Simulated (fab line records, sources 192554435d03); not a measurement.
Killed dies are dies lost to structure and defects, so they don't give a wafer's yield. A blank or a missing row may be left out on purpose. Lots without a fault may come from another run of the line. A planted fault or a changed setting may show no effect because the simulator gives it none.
fab line records | flow n5_finfet
record lots=6 wafers=18 last_day=17
route steps=1938 shown FIN_SAQP@96 BEOL_M4@1111
lots that met no fault: from a run of the same line without faults
start_h: hours from the record's first day to the start of the lot's first wafer shown | wait_h: hours since the lot's step before | " the same as in the row above | L1.1+2: a row that stands for several wafers | - no value, or no start given | * or withheld: withheld | < > ~ a bound
route shown NAME@n: a module of which the file shows steps, and the number in the route of the first | usual: mean/standard deviation of fault-free wafers | same: alike in all rows | chamber/n: place in a boat | sites: the reading at each site | _std_site: their standard deviation | _edge_site: outer sites' mean less inner sites' | radius_mm: how far each site lies from the wafer's centre | mask NAME#n: copy n | behind: the tool/chamber that last shaped the wafer | hold: why the lot was held/for how many hours/how that ended | device: the transistor (n, p or np) that didn't switch | end of line: the same wafers' tests at the end of the route | a step without rows: its recipe alone | killed: dies lost to structure and defects at the first sort, not the wafer's yield | map: a wafer's dies, x killed, . not, _ none there
set.NAME: the setting as run; set.NAME@STEP: as run at that earlier step | model.NAME: the simulator's own value behind a step, which no gauge read
lots at some steps of the route; a table a step, a row a wafer
services: from which hour (start_h, from the record's first day; less than 0 if before it) a tool's chamber was out of use, for how many hours, and why
## steps
# step N5_FIN_SAQP_HM_DEP_03
# recipe material=SiNx target_thk_a=380 temp_c=400 precursor=SiH4/NH3/N2 pressure_torr=1.5 rf_w=300 time_s=33.6
# usual heater_power_w=772/79 showerhead_plenum_p_Torr=5.15/0.047 showerhead_vpp_V=1062/38 throttle_valve_pct=40.2/1.8
# columns lot.wafer tool chamber start_h wait_h heater_power_w showerhead_plenum_p_Torr showerhead_vpp_V throttle_valve_pct
L955.2 pecvd-04 0 21.27 0.2 785 5.08 979 38.8
L955.4 " 1 " " 828 5.12 1031 43.6
L955.5 " 1 " " 834 5.12 1032 43.4
L962.1 pecvd-02 0 64.99 0.2 823 5.15 1146 42.5
L962.2 " 1 " " 784 5.12 1082 40.6
L962.4 " 1 " " 759 5.13 1064 40.5
L968.2 pecvd-01 1 100.01 0.2 800 5.20 1072 40.3
L968.3 " 0 " " 702 5.08 1046 37.9
L968.4 " 2 " " 791 5.21 1091 40.7
L970.1 pecvd-02 1 112.14 0.2 744 5.14 1036 40.4
L970.3 " 2 " " 755 5.18 1034 38.5
L970.4 " 0 " " 825 5.14 1103 43.0
L974.1 pecvd-01 2 135.21 0.2 711 5.22 1087 40.8
L974.3 " 0 " " 682 5.08 1044 38.1
L974.4 " 2 " " 720 5.21 1092 40.6
L978.3 pecvd-02 1 159.31 0.1 835 5.13 1051 40.7
L978.4 " 0 " " 846 5.16 1107 43.0
L978.6 " 2 " " 651 5.18 1054 38.5
# step N5_FIN_SAQP_THK_MEAS_05
# usual thk_nm=38.0/0.48
# columns lot.wafer tool chamber start_h wait_h thk_nm
L955.2 film_metro-02 - 21.38 0.1 37.6
L955.4 " - " " 37.9
L955.5 " - " " 38.2
L962.1 film_metro-01 - 65.07 0.1 37.3
L962.2 " - " " 37.3
L962.4 " - " " 37.6
L968.2 film_metro-02 - 100.09 0.1 36.7
L968.3 " - " " 37.2
L968.4 " - " " 38.0
L970.1 film_metro-01 - 112.23 0.1 38.2
L970.3 " - " " 37.9
L970.4 " - " " 38.4
L974.1 film_metro-02 - 135.30 0.1 38.1
L974.3 " - " " 37.8
L974.4 " - " " 38.2
L978.3 film_metro-02 - 159.40 0.1 37.7
L978.4 " - " " 38.5
L978.6 " - " " 38.5
# step N5_FIN_SAQP_PECVD_47
# recipe material=a-Si target_thk_a=450 temp_c=400 precursor=SiH4/He pressure_torr=3 rf_w=100 time_s=36.3
# usual heater_power_w=847/78 showerhead_plenum_p_Torr=5.67/0.041 showerhead_vpp_V=607/24 throttle_valve_pct=18.2/1
# columns lot.wafer tool chamber start_h wait_h heater_power_w showerhead_plenum_p_Torr showerhead_vpp_V throttle_valve_pct
L955.2 pecvd-01 1 21.42 0.0 930 5.70 603 18.4
L955.4 " 0 " " 669 5.62 599 17.0
L955.5 " 1 " " 952 5.70 619 18.5
L962.1 pecvd-04 2 65.11 0.0 828 5.76 625 15.7
L962.2 " 1 " " 904 5.64 598 20.0
L962.4 " 1 " " 921 5.65 589 19.9
L968.2 pecvd-01 0 100.13 0.0 650 5.62 605 17.2
L968.3 " 2 " " 869 5.72 635 18.6
L968.4 " 2 " " 846 5.71 620 18.7
L970.1 pecvd-04 1 112.27 0.0 866 5.65 580 19.7
L970.3 " 0 " " 867 5.61 580 17.9
L970.4 " 0 " " 842 5.61 567 17.8
L974.1 pecvd-01 2 135.33 0.0 794 5.72 625 18.5
L974.3 " 1 " " 1045 5.70 601 18.5
L974.4 " 0 " " 704 5.62 599 17.3
L978.3 pecvd-01 2 159.44 0.0 864 5.72 629 18.6
L978.4 " 2 " " 833 5.72 632 18.6
L978.6 " 1 " " 853 5.69 611 18.3
# step N5_FIN_SAQP_PECVD_48
# recipe material=SiNx target_thk_a=250 temp_c=400 precursor=SiH4/NH3/N2 pressure_torr=1.5 rf_w=300 time_s=22.1
# usual heater_power_w=779/70 showerhead_plenum_p_Torr=5.15/0.057 showerhead_vpp_V=1052/39 throttle_valve_pct=40.0/2.3
# columns lot.wafer tool chamber start_h wait_h heater_power_w showerhead_plenum_p_Torr showerhead_vpp_V throttle_valve_pct
L955.2 pecvd-01 1 21.46 0.0 851 5.19 1052 40.4
L955.4 " 0 " " 649 5.08 1032 38.0
L955.5 " 1 " " 860 5.21 1033 40.4
L962.1 pecvd-04 2 65.15 0.0 821 5.26 1095 34.9
L962.2 " 1 " " 772 5.12 1026 43.4
L962.4 " 1 " " 766 5.12 1030 43.8
L968.2 pecvd-01 0 100.17 0.0 706 5.09 1027 38.0
L968.3 " 2 " " 779 5.20 1082 40.9
L968.4 " 2 " " 768 5.21 1100 40.6
L970.1 pecvd-04 1 112.31 0.0 734 5.11 1032 43.6
L970.3 " 0 " " 758 5.07 985 39.1
L970.4 " 0 " " 779 5.08 995 39.0
L974.1 pecvd-01 2 135.38 0.0 793 5.20 1081 40.8
L974.3 " 1 " " 911 5.21 1045 40.2
L974.4 " 0 " " 677 5.09 1031 38.2
L978.3 pecvd-01 2 159.48 0.0 739 5.20 1087 40.5
L978.4 " 2 " " 754 5.21 1087 41.0
L978.6 " 1 " " 863 5.18 1054 40.3
# step N5_FIN_SAQP_PECVD_06
# recipe material=a-Si target_thk_a=600 temp_c=400 precursor=SiH4/He pressure_torr=3 rf_w=100 time_s=48.1
# usual heater_power_w=838/77 showerhead_plenum_p_Torr=5.67/0.044 showerhead_vpp_V=608/24 throttle_valve_pct=18.2/1
# columns lot.wafer tool chamber start_h wait_h heater_power_w showerhead_plenum_p_Torr showerhead_vpp_V throttle_valve_pct
L955.2 pecvd-01 1 21.50 0.0 988 5.71 613 18.4
L955.4 " 0 " " 752 5.63 603 17.2
L955.5 " 1 " " 1015 5.71 610 18.3
L962.1 pecvd-04 2 65.19 0.0 886 5.77 628 16.0
L962.2 " 1 " " 910 5.66 592 19.9
L962.4 " 1 " " 930 5.64 589 19.9
L968.2 pecvd-01 0 100.21 0.0 793 5.62 598 17.6
L968.3 " 2 " " 850 5.73 625 18.6
L968.4 " 2 " " 851 5.73 624 18.5
L970.1 pecvd-04 1 112.35 0.0 879 5.66 593 19.9
L970.3 " 0 " " 819 5.61 577 17.9
L970.4 " 0 " " 855 5.62 573 17.7
L974.1 pecvd-01 2 135.41 0.0 792 5.74 633 18.4
L974.3 " 1 " " 981 5.71 613 18.1
L974.4 " 0 " " 754 5.63 586 17.6
L978.3 pecvd-01 2 159.52 0.0 821 5.72 632 18.7
L978.4 " 2 " " 846 5.73 632 18.6
L978.6 " 1 " " 936 5.70 612 18.0
# step N5_FIN_SAQP_THK_MEAS_07
# usual thk_nm=59.9/0.78
# columns lot.wafer tool chamber start_h wait_h thk_nm
L955.2 film_metro-02 - 21.59 0.1 58.4
L955.4 " - " " 59.1
L955.5 " - " " 60.1
L962.1 film_metro-01 - 65.28 0.1 59.8
L962.2 " - " " 60.1
L962.4 " - " " 60.1
L968.2 film_metro-01 - 100.30 0.1 59.3
L968.3 " - " " 61.1
L968.4 " - " " 61.1
L970.1 film_metro-02 - 112.44 0.1 58.7
L970.3 " - " " 59.6
L970.4 " - " " 59.1
L974.1 film_metro-02 - 135.50 0.1 60.5
L974.3 " - " " 60.0
L974.4 " - " " 59.1
L978.3 film_metro-02 - 159.61 0.1 59.8
L978.4 " - " " 61.3
L978.6 " - " " 60.8
# step N5_FIN_SAQP_HM_DEP_72
# recipe material=SiO2 target_thk_a=120 temp_c=400 precursor=SiH4/N2O pressure_torr=0.75 rf_w=275 time_s=7.2
# usual heater_power_w=779/71 showerhead_plenum_p_Torr=8.16/0.12 showerhead_vpp_V=1005/41
# columns lot.wafer tool chamber start_h wait_h heater_power_w showerhead_plenum_p_Torr showerhead_vpp_V
L955.2 pecvd-04 1 21.63 0.0 781 8.10 985
L955.4 " 0 " " 670 7.99 940
L955.5 " 1 " " 768 8.10 993
L962.1 pecvd-04 1 65.32 0.0 715 8.11 972
L962.2 " 0 " " 695 8.03 947
L962.4 " 2 " " 778 8.41 1051
L968.2 pecvd-02 2 100.34 0.0 670 8.24 1026
L968.3 " 1 " " 817 8.14 1026
L968.4 " 0 " " 821 8.16 1078
L970.1 pecvd-01 1 112.48 0.0 971 8.27 1018
L970.3 " 2 " " 782 8.27 1048
L970.4 " 0 " " 632 8.05 986
L974.1 pecvd-04 0 135.54 0.0 672 7.98 950
L974.3 " 1 " " 766 8.10 966
L974.4 " 2 " " 846 8.39 1050
L978.3 pecvd-04 1 159.64 0.0 843 8.09 960
L978.4 " 0 " " 784 7.99 934
L978.6 " 2 " " 814 8.42 1050
# step N5_FIN_SAQP_COAT_49
# recipe resist=SOC temp_c=250 time_s=60 spin_rpm=1500 resist_thk_nm=100
# step N5_FIN_SAQP_COAT_50
# recipe resist=SiARC temp_c=220 time_s=60 spin_rpm=1500 resist_thk_nm=35
# step N5_FIN_SAQP_COAT_10
# recipe resist=CAR-ArF spin_rpm=1500 resist_thk_nm=90
# step N5_FIN_SAQP_EBR_12
# recipe solvent=PGMEA ebr_width_mm=1.5
# step N5_FIN_SAQP_SOFTBAKE_11
# recipe temp_c=110 time_s=60 resist=CAR-ArF
# step N5_FIN_SAQP_EXPOSE_13
# recipe mask_id=FIN_CORE na=1.35 source_shape=dipole sigma_inner=0.538 sigma_outer=0.738 polarization=te target_cd_nm=35.6 dose_mj=63.25
# usual exposure_dose_mJ_cm2=63.35/0.24
# columns lot.wafer tool chamber start_h wait_h mask exposure_dose_mJ_cm2
L955.2 arfi_scanner-01 0 21.98 - FIN_CORE#0 63.18
L955.4 " 0 " " FIN_CORE#0 63.18
L955.5 " 0 " " FIN_CORE#0 63.21
L962.1 arfi_scanner-02 0 65.64 - FIN_CORE#0 63.85
L962.2 " 0 " " FIN_CORE#0 63.78
L962.4 " 0 " " FIN_CORE#0 63.77
L968.2 arfi_scanner-01 0 100.66 - FIN_CORE#0 66.21
L968.3 " 0 " " FIN_CORE#0 66.23
L968.4 " 0 " " FIN_CORE#0 66.17
L970.1 arfi_scanner-03 0 112.67 - FIN_CORE#0 63.20
L970.3 " 0 " " FIN_CORE#0 63.24
L970.4 " 0 " " FIN_CORE#0 63.16
L974.1 arfi_scanner-01 0 135.86 - FIN_CORE#0 65.52
L974.3 " 0 " " FIN_CORE#0 65.61
L974.4 " 0 " " FIN_CORE#0 65.56
L978.3 arfi_scanner-03 0 159.97 - FIN_CORE#0 63.26
L978.4 " 0 " " FIN_CORE#0 63.26
L978.6 " 0 " " FIN_CORE#0 63.29
# step N5_FIN_SAQP_PEB_14
# recipe peb_temp_c=withheld peb_time_s=60 resist=CAR-ArF
# step N5_FIN_SAQP_DEVELOP_15
# recipe develop_time_s=30 developer=TMAH resist=CAR-ArF dev_temp_c=23 rinse_liquid=diw dry=air_spin
# step N5_FIN_SAQP_CD_MEAS_16
# recipe target_cd_nm=35.6 landing_energy_ev=500 detector=se_inlens
# usual cd_nm=35.6/0.37
# columns lot.wafer tool chamber start_h wait_h cd_nm
L955.2 cd_sem-01 0 22.10 - 36.3
L955.4 " 0 " " 36.1
L955.5 " 0 " " 35.9
L962.1 cd_sem-03 0 65.77 - 35.7
L962.2 " 0 " " 36.2
L962.4 " 0 " " 36.1
L968.2 cd_sem-03 0 100.79 - 33.9
L968.3 " 0 " " 34.4
L968.4 " 0 " " 33.9
L970.1 cd_sem-01 0 112.80 - 35.5
L970.3 " 0 " " 35.7
L970.4 " 0 " " 35.2
L974.1 cd_sem-01 0 135.99 - 34.8
L974.3 " 0 " " 34.7
L974.4 " 0 " " 34.8
L978.3 cd_sem-01 0 160.10 - 36.0
L978.4 " 0 " " 35.7
L978.6 " 0 " " 35.6
# step N5_FIN_SAQP_OVL_MEAS_17
# recipe points_per_wafer=44
# usual FIN_CORE_OVL=0.6/0.82
# columns lot.wafer tool chamber start_h wait_h FIN_CORE_OVL[nm]
L955.2 overlay-01 0 22.14 0.0 -0.1
L955.4 " 0 " " 0.4
L955.5 " 0 " " 1.1
L962.1 overlay-02 0 65.81 0.0 0.2
L962.2 " 0 " " 0.4
L962.4 " 0 " " 1.7
L968.2 overlay-02 0 100.82 0.0 0.7
L968.3 " 0 " " 0.4
L968.4 " 0 " " 0.1
L970.1 overlay-02 0 112.84 0.0 0.5
L970.3 " 0 " " 0.9
L970.4 " 0 " " -0.8
L974.1 overlay-02 0 136.03 0.0 -1.2
L974.3 " 0 " " 0.0
L974.4 " 0 " " 1.7
L978.3 overlay-01 0 160.14 0.0 2.8
L978.4 " 0 " " 1.6
L978.6 " 0 " " 1.6
# step N5_BEOL_M4_RC_MEAS_101
# usual DIBL_N=35.8/1.8 DIBL_P=35.6/2 IOFF_N=0.148/0.028 IOFF_P=0.20/0.034 ION_N=672/12 ION_P=462/8.5 SS_N=71.2/0.65 SS_P=73.1/0.67 VT_N=251/3.3 VT_P=-251/3.8
# columns lot.wafer tool chamber start_h wait_h DIBL_N[mV/V] DIBL_P[mV/V] IOFF_N[nA/um] IOFF_P[nA/um] ION_N[uA/um] ION_P[uA/um] SS_N[mV/dec] SS_P[mV/dec] VT_N[mV] VT_P[mV]
L955.2 prober-02 0 159.32 0.2 32.9 34.5 0.131 0.15 678 454 70.7 72.3 253 -257
L955.4 " 0 " " 35.3 36.7 0.157 0.18 682 457 72.1 72.9 251 -256
L955.5 " 0 " " 32.1 33.1 0.114 0.14 654 446 71.1 72.3 255 -258
L962.1 prober-01 0 202.10 0.0 39.4 37.9 0.207 0.27 693 484 71.9 74.3 244 -243
L962.2 " 0 " " 36.9 35.3 0.155 0.22 672 468 71.6 73.5 251 -246
L962.4 " 0 " " 36.8 36.0 0.171 0.24 689 481 71.8 72.6 246 -244
L968.2 prober-02 0 247.29 0.2 37.1 34.5 0.157 0.23 663 457 72.2 73.5 252 -246
L968.3 " 0 " " 35.9 34.3 0.142 0.22 660 462 72.0 72.5 252 -248
L968.4 " 0 " " 39.8 38.4 0.235 0.31 694 472 73.0 74.0 245 -246
L970.1 prober-02 0 261.98 0.0 34.0 33.5 0.135 0.20 668 464 71.5 72.7 252 -248
L970.3 " 0 " " 35.9 35.7 0.171 0.24 679 466 71.1 74.0 248 -247
L970.4 " 0 " " 33.3 33.4 0.128 0.21 660 468 70.8 72.4 250 -249
L974.1 prober-02 0 273.76 0.0 34.3 33.8 0.113 0.16 658 452 70.9 72.3 258 -257
L974.3 " 0 " " 33.6 33.0 0.107 0.14 659 453 70.2 71.4 256 -256
L974.4 " 0 " " 38.4 39.4 0.190 0.24 689 467 71.5 73.6 249 -251
L978.3 prober-02 0 311.02 0.3 34.3 34.4 0.142 0.20 690 471 70.7 72.1 253 -250
L978.4 " 0 " " 37.9 38.2 0.200 0.25 686 472 71.2 73.8 247 -247
L978.6 " 0 " " 38.1 38.1 0.214 0.26 705 481 71.2 72.8 243 -244
## services
# columns tool chamber start_h hours kind
arfi_scanner-03 - 1.50 1.3 pm
arfi_scanner-02 - 7.06 1.0 pm
arfi_scanner-02 - 9.34 1.0 pm
arfi_scanner-02 - 10.90 3.8 repair
pecvd-04 1 14.00 5.4 repair
pecvd-04 2 21.12 - clean
arfi_scanner-03 - 27.11 0.8 pm
pecvd-04 - 28.52 6.0 pm
pecvd-01 2 33.65 2.2 repair
arfi_scanner-01 - 42.92 3.7 repair
arfi_scanner-01 - 54.48 1.0 pm
arfi_scanner-02 - 60.29 1.3 pm
pecvd-01 1 68.15 5.5 scheduled_down
arfi_scanner-03 - 80.36 1.3 repair
arfi_scanner-02 - 82.75 4.9 pm
arfi_scanner-01 - 92.97 1.3 pm
arfi_scanner-01 - 94.27 1.0 pm
pecvd-01 - 124.78 0.8 repair
arfi_scanner-03 - 127.00 1.3 pm
pecvd-04 - 127.86 5.5 pm
arfi_scanner-03 - 136.73 1.0 pm
arfi_scanner-02 - 152.62 0.8 pm
arfi_scanner-03 - 153.84 0.3 repair
arfi_scanner-03 - 158.81 0.4 repair
## key
first_sign step=N5_FIN_SAQP_EXPOSE_13 reading=exposure_dose_mJ_cm2 direction=up sigmas=11 usual=63.35 struck=65.88
effect step=N5_FIN_SAQP_CD_MEAS_16 reading=cd_nm direction=down sigmas=3.3 usual=35.6 struck=34.4 through=control_loop
met_at N5_FIN_SAQP_EXPOSE_13
struck_wafers L968.2,L968.3,L968.4,L974.1,L974.3,L974.4
loop_trim step=N5_FIN_SAQP_EXPOSE_13 setting=dose lots=L974
onset_between 21.98 100.66
fault kind=process_parameter_drift tool=arfi_scanner-01 chamber=- onset_h=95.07 steps=N5_FIN_SAQP_EXPOSE_13 channel=dose_mj offset=3.0405 shape=step acts_in=these_recipes_only stated=63.25
# loop_trim: a control loop set the setting to another value than it would have without faults
